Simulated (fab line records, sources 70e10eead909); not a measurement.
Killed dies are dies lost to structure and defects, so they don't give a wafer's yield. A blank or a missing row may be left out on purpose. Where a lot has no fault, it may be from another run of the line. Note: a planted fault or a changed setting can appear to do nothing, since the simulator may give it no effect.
fab line records -- flow nandHarc
record: lots: 6, wafers: 18, lastDay: 33
route steps=1302 shown A_CONTACT@1031
lots that met no fault: taken from a fault-free run of the same line
startH: hours from the record's first day to the start of the lot's first wafer shown -- waitH: hours since the lot's step before -- " identical to the entry in the row above -- L1.1+2: a single row standing in for several wafers -- - no value, or no start was given -- * or withheld: withheld -- < > ~ a bound
route shown NAME@n: NAME is a module with steps in the file, n the number in the route of the first one -- usual: mean and standard deviation over wafers with no fault -- same: alike in all rows -- chamber/n: place in a boat -- sites: readings site by site -- _std_site: their standard deviation -- _edge_site: the outer-site mean with the inner-site mean subtracted -- radiusMm: how far each site lies from the wafer's centre -- mask NAME#n: copy n -- behind: the tool/chamber that last shaped the wafer -- hold: reason for holding the lot/hours on hold/outcome of the hold -- device: the transistor (n, p or np) that didn't switch -- end of line: tests run on the same wafers once the route is complete -- a step with no rows: only its recipe -- killed: count of dies lost to structure and defects at first sort (not the wafer's yield) -- map: a wafer's dies, x killed, . not, _ none there
set.NAME: the run value of the setting; set.NAME@STEP: its run value at that earlier step -- model.NAME: the simulator's own value behind a step, which no gauge read
lots at some steps of the route; a table a step, a row a wafer
services: the hour from which a tool's chamber was out of use, counted from the record's first day as startH (under 0 if before that day), plus the number of hours and why
== steps ==
step: NHARC_A_CONTACT_COAT_61
recipe: tempC: 260, timeS: 75
step: NHARC_A_CONTACT_COAT_62
recipe: tempC: 225, timeS: 65
step: NHARC_A_CONTACT_COAT_63
recipe: spinRpm: 1500, resistThkNm: 90
step: NHARC_A_CONTACT_SOFTBAKE_64
recipe: tempC: 105, timeS: 55
step: NHARC_A_CONTACT_EBR_65
step: NHARC_A_CONTACT_EXPOSE_66
recipe: na: 1.35, sigmaOuter: 0.8, doseMj: 59.02, maskId: A_CC_2
step: NHARC_A_CONTACT_PEB_67
recipe: pebTempC: 100, pebTimeS: 65
step: NHARC_A_CONTACT_DEVELOP_68
recipe: developTimeS: 35, devTempC: 23
step: NHARC_A_CONTACT_CD_MEAS_69
recipe: targetCdNm: 300, landingEnergyEv: 500
usual: cdNm: 299.9/0.36
lot.wafer,tool,chamber,startH,waitH,cdNm
L904.2,cdSem-02,0,526.28,-,299.6
L904.3,cdSem-02,0,526.28,-,300.2
L904.5,cdSem-02,0,526.28,-,299.6
L911.1,cdSem-03,0,616.91,-,299.5
L911.2,cdSem-03,0,616.91,-,300.1
L911.3,cdSem-03,0,616.91,-,299.8
L914.3,cdSem-02,0,631.52,-,299.9
L914.4,cdSem-02,0,631.52,-,300.1
L914.6,cdSem-02,0,631.52,-,300.0
L921.1,cdSem-02,0,706.17,-,299.4
L921.4,cdSem-02,0,706.17,-,300.5
L921.5,cdSem-02,0,706.17,-,299.5
L923.4,cdSem-02,0,717.59,-,299.7
L923.5,cdSem-02,0,717.59,-,299.9
L923.6,cdSem-02,0,717.59,-,300.1
L924.2,cdSem-01,0,735.43,-,299.9
L924.3,cdSem-01,0,735.43,-,300.5
L924.4,cdSem-01,0,735.43,-,299.8
step: NHARC_A_CONTACT_OVL_MEAS_70
usual: overlayXNm: 0.0/0.74, overlayYNm: 0.2/0.83
lot.wafer,tool,chamber,startH,waitH,overlayXNm,overlayYNm
L904.2,overlay-01,-,526.37,-,-0.7,1.0
L904.3,overlay-01,-,526.37,-,-0.8,1.5
L904.5,overlay-01,-,526.37,-,-0.5,0.6
L911.1,overlay-01,-,617.00,-,0.1,1.6
L911.2,overlay-01,-,617.00,-,0.2,1.4
L911.3,overlay-01,-,617.00,-,0.8,1.6
L914.3,overlay-02,-,631.60,-,0.4,-0.6
L914.4,overlay-02,-,631.60,-,-0.1,0.0
L914.6,overlay-02,-,631.60,-,-0.4,-0.3
L921.1,overlay-01,-,706.26,-,-2.1,0.8
L921.4,overlay-01,-,706.26,-,-1.8,0.3
L921.5,overlay-01,-,706.26,-,-1.6,0.6
L923.4,overlay-01,-,717.67,-,-0.1,-0.6
L923.5,overlay-01,-,717.67,-,0.5,0.1
L923.6,overlay-01,-,717.67,-,0.3,0.3
L924.2,overlay-01,-,735.52,-,-0.8,-1.4
L924.3,overlay-01,-,735.52,-,-0.1,-1.7
L924.4,overlay-01,-,735.52,-,0.3,-1.5
step: NHARC_A_CONTACT_INSPECT_71
usual: rawDefectCount: 89/39
lot.wafer,tool,chamber,startH,waitH,rawDefectCount
L904.2,defectInspect-02,-,526.40,0.0,72
L904.3,defectInspect-02,-,526.40,0.0,74
L904.5,defectInspect-02,-,526.40,0.0,77
L911.1,defectInspect-02,-,617.03,0.0,77
L911.2,defectInspect-02,-,617.03,0.0,82
L911.3,defectInspect-02,-,617.03,0.0,99
L914.3,defectInspect-01,-,631.64,0.0,48
L914.4,defectInspect-01,-,631.64,0.0,59
L914.6,defectInspect-01,-,631.64,0.0,53
L921.1,defectInspect-02,-,706.30,0.0,78
L921.4,defectInspect-02,-,706.30,0.0,79
L921.5,defectInspect-02,-,706.30,0.0,89
L923.4,defectInspect-01,-,717.70,0.0,94
L923.5,defectInspect-01,-,717.70,0.0,113
L923.6,defectInspect-01,-,717.70,0.0,102
L924.2,defectInspect-01,-,735.56,0.0,139
L924.3,defectInspect-01,-,735.56,0.0,150
L924.4,defectInspect-01,-,735.56,0.0,124
step: NHARC_A_CONTACT_DESCUM_74
recipe: timeS: 3, o2FlowSccm: 200, arFlowSccm: 0, biasPowerW: 0, chemistry: O2
usual: drypumpMotorCurrentA: 5.8/0.51, oesProductAu: 1.001/0.0069, rfVppV: 57.8/0.81, showerheadPlenumPTorr: 1.91/0.083, throttleValvePct: 11.311/0.0084
lot.wafer,tool,chamber,startH,waitH,drypumpMotorCurrentA,oesProductAu,rfHoursCounterH,rfVppV,showerheadPlenumPTorr,throttleValvePct
L904.2,rieDiel-05,3,526.47,0.1,4.9,0.998,31,57.8,1.82,11.307
L904.3,rieDiel-05,1,526.47,0.1,4.8,0.998,33,57.7,1.95,11.310
L904.5,rieDiel-05,3,526.47,0.1,4.9,0.989,-,57.6,1.82,11.310
L911.2,rieDiel-04,2,617.09,0.1,5.1,1.015,24,57.8,1.79,11.307
L911.1,rieDiel-04,3,617.09,0.1,6.1,1.015,25,58.0,1.92,11.308
L911.3,rieDiel-04,0,617.09,0.1,5.6,1.013,19,58.3,1.82,11.316
L914.3,rieDiel-04,3,631.70,0.1,6.1,1.007,31,57.3,1.92,11.305
L914.4,rieDiel-04,0,631.70,0.1,5.6,1.006,23,56.6,1.82,11.297
L914.6,rieDiel-04,3,631.70,0.1,6.2,1.012,-,57.6,1.92,11.303
L921.1,rieDiel-04,2,706.36,0.1,5.2,1.009,56,56.9,1.78,11.325
L921.4,rieDiel-04,0,706.36,0.1,5.6,1.004,46,56.6,1.81,11.303
L921.5,rieDiel-04,3,706.36,0.1,6.1,0.998,-,57.4,1.91,11.306
L923.4,rieDiel-10,3,717.77,0.1,6.4,1.000,19,57.6,1.91,11.312
L923.6,rieDiel-10,2,717.77,0.1,5.8,1.003,-,58.7,1.93,11.301
L923.5,rieDiel-10,3,717.77,0.1,6.4,1.000,-,57.7,1.91,11.323
L924.4,rieDiel-05,0,735.63,0.1,6.1,1.004,46,58.2,1.88,11.306
L924.2,rieDiel-05,1,735.63,0.1,4.8,1.001,53,57.2,1.93,11.316
L924.3,rieDiel-05,2,735.63,0.1,6.2,1.001,55,57.1,1.84,11.298
step: NHARC_A_CONTACT_ETCH_75
recipe: targetDepthA: 390, overEtchFrac: 0.3, timeS: 65, ionEnergyEv: 80, cf4FlowSccm: 150, arFlowSccm: 0, rfW: 300, biasW: 100, chemistry: CF4
usual: biasW: 100.0/0.32, drypumpMotorCurrentA: 5.8/0.5, oesProductAu: 1.000/0.0064, rfVppV: 151.2/1.4, runLengthS: 86.3/0.4, showerheadPlenumPTorr: 1.76/0.07, throttleValvePct: 13.284/0.0093
same: overEtchFrac: 0.3
lot.wafer,tool,chamber,startH,waitH,biasW,drypumpMotorCurrentA,oesProductAu,rfHoursCounterH,rfVppV,runLengthS,showerheadPlenumPTorr,throttleValvePct
L904.3,rieDiel-05,2,526.56,0.1,99.9,6.2,0.989,31,151.0,86.2,1.73,13.273
L904.2,rieDiel-05,3,526.56,0.1,100.0,4.9,0.999,31,150.1,86.8,1.69,13.307
L904.5,rieDiel-05,0,526.56,0.1,100.2,6.1,0.992,-,151.0,86.0,1.76,13.290
L911.3,rieDiel-04,1,617.18,0.1,-,5.9,0.997,27,151.8,68.3,1.72,13.288
L911.1,rieDiel-04,2,617.18,0.1,-,5.1,1.008,24,149.9,68.2,1.66,13.278
L911.2,rieDiel-04,3,617.18,0.1,100.2,6.2,1.000,25,153.2,86.0,1.77,13.281
L914.3,rieDiel-04,1,631.84,0.1,-,5.8,1.001,31,149.5,68.2,1.72,13.285
L914.4,rieDiel-04,2,631.84,0.1,100.0,5.1,1.010,30,149.5,85.8,1.66,13.285
L914.6,rieDiel-04,1,631.84,0.1,100.7,5.9,0.991,-,151.0,86.1,1.72,13.274
L921.1,rieDiel-04,2,706.46,0.1,99.8,5.1,0.990,56,149.5,85.7,1.66,13.290
L921.4,rieDiel-04,3,706.46,0.1,100.3,6.1,0.992,54,153.4,86.2,1.76,13.274
L921.5,rieDiel-04,0,706.46,0.1,99.5,5.7,0.991,-,150.3,86.9,1.68,13.297
L923.4,rieDiel-10,3,717.86,0.1,99.6,6.4,0.991,19,151.2,86.1,1.77,13.274
L923.6,rieDiel-10,1,717.86,0.1,99.9,6.1,0.994,-,153.0,86.2,1.90,13.291
L923.5,rieDiel-10,2,717.86,0.1,100.0,5.8,0.987,-,150.9,86.9,1.78,13.272
L924.3,rieDiel-05,2,735.70,0.1,100.4,6.2,0.999,55,151.3,86.3,1.71,13.276
L924.2,rieDiel-05,0,735.70,0.1,100.1,6.1,1.004,46,151.7,86.0,1.74,13.284
L924.4,rieDiel-05,1,735.70,0.1,99.9,4.7,0.995,53,152.0,86.7,1.78,13.297
step: NHARC_A_CONTACT_ETCH_76
recipe: targetDepthA: 2600, overEtchFrac: 0.3, timeS: 475.3, ionEnergyEv: 200, n2FlowSccm: 150, h2FlowSccm: 150, arFlowSccm: 0, rfW: 400, biasW: 150, chemistry: N2/H2
usual: biasW: 150.1/0.48, drypumpMotorCurrentA: 5.8/0.5, oesProductAu: 1.001/0.0076, rfVppV: 430.3/2.5, runLengthS: 496.6/0.38, showerheadPlenumPTorr: 2.03/0.086, throttleValvePct: 14.170/0.0094
same: overEtchFrac: 0.3
lot.wafer,tool,chamber,startH,waitH,biasW,drypumpMotorCurrentA,oesProductAu,rfHoursCounterH,rfVppV,runLengthS,showerheadPlenumPTorr,throttleValvePct
L904.3,rieDiel-05,0,-,-,150.6,6.2,1.003,33,430.9,496.6,2.02,14.175
L904.2,rieDiel-05,1,-,-,150.0,4.7,0.997,33,431.7,496.5,2.08,14.172
L904.5,rieDiel-05,0,-,-,150.3,6.2,0.996,-,428.6,496.4,2.02,14.179
L911.3,rieDiel-04,1,-,-,149.5,5.8,1.005,27,430.4,496.3,1.97,14.177
L911.2,rieDiel-04,2,-,-,149.5,5.2,1.015,25,426.0,495.9,1.91,14.167
L911.1,rieDiel-04,3,-,-,150.6,6.2,0.997,25,430.6,496.3,2.04,14.171
L914.4,rieDiel-04,0,-,-,150.7,5.6,0.992,23,428.8,497.1,1.94,14.176
L914.3,rieDiel-04,3,-,-,150.2,6.2,0.998,31,431.3,496.3,2.04,14.158
L914.6,rieDiel-04,0,-,-,149.8,5.6,1.001,-,426.8,497.0,1.94,14.180
L921.1,rieDiel-04,0,-,-,150.5,5.6,1.005,46,427.6,496.8,1.93,14.158
L921.4,rieDiel-04,3,-,-,150.1,6.1,1.000,54,431.3,496.1,2.03,14.166
L921.5,rieDiel-04,0,-,-,149.7,5.7,0.998,-,427.0,496.9,1.93,14.168
L923.4,rieDiel-10,3,-,-,150.3,6.4,0.996,19,431.0,496.6,2.04,14.166
L923.5,rieDiel-10,3,-,-,150.1,6.4,1.003,-,431.4,496.3,2.04,14.173
L923.6,rieDiel-10,0,-,-,150.0,5.7,1.002,-,432.7,496.3,2.13,14.160
L924.2,rieDiel-05,3,-,-,150.5,4.9,1.002,53,426.5,496.8,1.91,14.171
L924.3,rieDiel-05,0,-,-,150.4,6.1,1.003,46,430.7,496.8,2.00,14.174
L924.4,rieDiel-05,1,-,-,150.8,4.8,0.995,53,431.3,496.3,2.05,14.185
== services ==
tool,chamber,startH,hours,kind
rieDiel-04,0,513.24,-,clean
rieDiel-04,1,513.24,-,clean
rieDiel-04,2,513.24,-,clean
rieDiel-04,3,513.24,-,clean
rieDiel-04,-,518.10,0.4,repair
rieDiel-04,-,532.73,9.0,pm
rieDiel-04,0,532.73,9.0,ventCycle
rieDiel-04,1,532.73,9.0,ventCycle
rieDiel-04,2,532.73,9.0,ventCycle
rieDiel-04,3,532.73,9.0,ventCycle
rieDiel-04,0,541.73,-,clean
rieDiel-04,1,541.73,-,clean
rieDiel-04,2,541.73,-,clean
rieDiel-04,2,541.73,-,consumableReplace:focusRing
rieDiel-04,0,556.36,9.9,repair
rieDiel-04,2,578.68,6.6,repair
rieDiel-10,3,587.41,6.6,repair
rieDiel-10,-,596.68,9.0,pm
rieDiel-05,0,610.12,17.1,repair
rieDiel-05,1,645.84,2.8,repair
rieDiel-10,3,648.01,3.5,repair
rieDiel-05,-,651.99,2.0,repair
rieDiel-10,-,661.80,0.6,repair
rieDiel-04,-,709.92,9.0,pm
== key ==
firstSign: step: NHARC_A_CONTACT_ETCH_75, reading: runLengthS, direction: down, sigmas: 46, usual: *, struck: *
effect none on later readings
metAt NHARC_A_CONTACT_ETCH_75
struckWafers L911.1,L911.3,L914.3
sortLeftOut L911.1,L911.3,L914.3
testerLeftOut L911,L914
fault: kind: processParameterDrift, tool: rieDiel-04, chamber: -, onsetH: 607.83, steps: NHARC_A_CONTACT_ETCH_75, channel: timeS, offset: *, shape: step, endH: 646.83, scope: struckWafersOnly, actsIn: *, stated: *
testerLeftOut: of these lots the tester's yield and bins aren't shown, on N5 and GAA mostly nor the transistor test; their killed dies are dies lost to structure and defects alone, not to doping, threshold or leakage, so they don't give the yield
sortLeftOut: the simulated sort isn't trusted on such a fault, so these wafers' sort isn't shown, and their yield isn't known
